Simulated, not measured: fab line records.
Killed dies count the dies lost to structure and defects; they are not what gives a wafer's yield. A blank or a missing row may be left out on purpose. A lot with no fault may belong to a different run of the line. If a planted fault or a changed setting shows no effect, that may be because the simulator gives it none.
Chamber matching    flow n5Finfet    4 sister chambers for N5_BEOL_M8_ALD_77 on aldMetal-04
The step deposits TaN, target thk 2 nm, pulse time 2 s, purge time 3 s. 8 wafers are shown with their chamber, then 7 later ones without.

== WAFERS, EACH WITH ITS CHAMBER ==
wafer   chamber  heaterPowerW (W)  susceptorTempC (C)
L075.5  0        406               275.03
L082.6  0        418               274.73
L080.1  1        339               274.95
L080.3  3        457               275.02
L087.1  1        354               275.29
L087.5  2        405               274.84
L091.1  3        460               275.02
L091.5  2        389               274.93

== WAFERS WITHOUT THEIR CHAMBER ==
wafer   heaterPowerW (W)  susceptorTempC (C)
L091.6  465               274.99
L094.2  414               275.29
L094.4  339               275.07
L094.6  469               275.31
L095.1  409               275.03
L095.4  420               274.75
L095.5  401               275.09

== THE CHAMBER EACH PASSED THROUGH ==
wafer   from the rows above      in truth
L091.6  3                        3
L094.2  can't be placed: 0 or 2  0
L094.4  1                        1
L094.6  3                        3
L095.1  can't be placed: 0 or 2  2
L095.4  can't be placed: 0 or 2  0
L095.5  can't be placed: 2 or 0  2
Correctly placed: 3 of 7. These rows do not allow placing 4 (true chamber among the candidates in 4). Placed wrongly: 0.
How it was worked out, from the rows above alone: a wafer's distance from a chamber is the root of the sum, over the readings, of the square of ((its reading less the chamber's mean) divided by the reading's scatter). If the next closest chamber is less than 2 further off than the closest, the wafer can't be placed; otherwise it belongs to the closest. Each chamber's mean is taken over the wafers shown for it. The scatter: take each reading less its chamber's mean, square it, sum over the shown wafers, divide by the number of wafers less the number of chambers, and take the root.
